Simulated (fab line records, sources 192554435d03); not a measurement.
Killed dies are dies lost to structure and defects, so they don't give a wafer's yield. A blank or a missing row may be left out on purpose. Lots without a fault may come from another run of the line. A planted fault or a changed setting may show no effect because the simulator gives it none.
One fault seen from 2 desks | flow n5_finfet | each desk has only its own numbers; what lay behind them comes last

THE METROLOGY DESK
What the gauges read, lot by lot, whatever tool the lot ran on: means of the sampled wafers that have a number. A lot is out of limits, marked OUT, if its mean lies more than 4 standard deviations from the usual mean; the brackets give that distance.
Columns: A = cd_nm at N5_ZERO_LAYER_CD_MEAS_11, usual 2000.3 nm
lot  | first seen here | A
L619 | day 3 12:38     | 2001.6
L627 | day 5 12:46     | 1999.7
L629 | day 6 00:38     | 2001.5
L632 | day 6 18:48     | 2001.4
L633 | day 7 00:47     | 1999.1
L634 | day 7 06:46     | 1999.5
This desk's finding: nothing out of limits on any of the 6 lots.

THE TOOL OWNER'S DESK: rie_si-02
The tool's own readings at N5_ZERO_LAYER_ETCH_18 (etches Si in HBr/Cl2, target depth 120 nm, time 40 s): means of the sampled wafers that have a number, for each lot that ran on this tool. A lot is out of limits, marked OUT, if its mean lies more than 4 standard deviations from the usual mean; the brackets give that distance.
Columns: A = bias_w at N5_ZERO_LAYER_ETCH_18, usual 74.99 W; B = drypump_motor_current_A at N5_ZERO_LAYER_ETCH_18, usual 5.6 A; C = oes_product_au at N5_ZERO_LAYER_ETCH_18, usual 1.001 a.u.; D = throttle_valve_pct at N5_ZERO_LAYER_ETCH_18, usual 36.45 %
lot  | first seen here | A                       | B   | C     | D
L627 | day 5 12:55     | 75.02                   | 5.4 | 1.004 | 36.55
L629 | day 6 00:49     | 53.46 (-99 or more) OUT | 5.2 | 1.004 | 36.63
L632 | day 6 18:56     | 53.10 (-99 or more) OUT | 5.4 | 0.981 | 36.48
This desk's finding: out of limits on L629, L632; first on L629, day 6 00:49 (bias_w at N5_ZERO_LAYER_ETCH_18). In limits: L627.

PUT TOGETHER
The tool owner's desk could have raised an alarm at day 6 00:49, on L629, L632.
The metrology desk saw nothing out of limits.
The metrology desk has L629, L632 on record, within its limits.
Of the lots named, all ran N5_ZERO_LAYER_ETCH_18 on rie_si-02.

WHAT THE SIMULATOR HAD PUT IN
Process parameter drift: rie_si-02, from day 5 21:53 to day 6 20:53, at N5_ZERO_LAYER_ETCH_18. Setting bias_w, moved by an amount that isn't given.
Lots struck among those shown: L629, L632.
Hours from the fault's start to each desk's first reading out of limits: the tool owner's desk, 3.
